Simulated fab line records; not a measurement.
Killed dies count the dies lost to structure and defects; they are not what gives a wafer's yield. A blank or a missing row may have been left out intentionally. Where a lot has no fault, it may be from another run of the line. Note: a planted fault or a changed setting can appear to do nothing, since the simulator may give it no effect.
Chamber matching ; flow n5Finfet ; aldMetal-02 running N5_BEOL_M2_ALD_84: 4 sister chambers
The step deposits TaN, pulse time 2 s, purge time 3 s, co reactant purge time 2 s. 8 wafers are shown with their chamber, then 11 later ones without.

## WAFERS, EACH WITH ITS CHAMBER
wafer;chamber;heaterPowerW (W);susceptorTempC (C)
L084.2;1;391;274.88
L084.5;2;466;274.99
L085.2;2;458;275.01
L085.4;0;470;274.90
L085.5;0;474;274.93
L086.1;1;395;275.35
L086.6;3;471;274.99
L087.1;3;481;275.11

## WAFERS WHOSE CHAMBER IS MISSING
wafer;heaterPowerW (W);susceptorTempC (C)
L087.3;406;275.25
L087.4;461;275.41
L088.1;463;275.18
L088.4;396;275.30
L088.5;456;275.38
L091.2;459;274.98
L091.4;460;274.66
L091.5;399;274.80
L092.2;462;274.92
L092.4;456;274.95
L092.5;463;275.07

## CHAMBER TAKEN BY EACH
wafer;from the rows above;in truth
L087.3;1;1
L087.4;can't be placed: 2 or 0 or 3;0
L088.1;can't be placed: 2 or 0 or 3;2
L088.4;1;1
L088.5;can't be placed: 2 or 0 or 3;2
L091.2;2;2
L091.4;can't be placed: 2 or 0 or 3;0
L091.5;1;1
L092.2;can't be placed: 2 or 0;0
L092.4;can't be placed: 2 or 0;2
L092.5;can't be placed: 2 or 0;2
Correctly placed: 4 of 11. Unplaceable from these rows: 7, with the true chamber sitting among the candidates in 7. Number placed wrongly: 0.
How it was worked out, from the rows above alone: a wafer's distance from a chamber is the root of the sum, over the readings, of the square of ((its reading less the chamber's mean) divided by the reading's scatter). If the next closest chamber is less than 2 further off than the closest, the wafer can't be placed; otherwise it belongs to the closest. A chamber's mean is the mean of its shown wafers. The scatter is the square root of a quotient: the sum, over the shown wafers, of each reading's squared deviation from its chamber's mean, divided by wafers minus chambers.
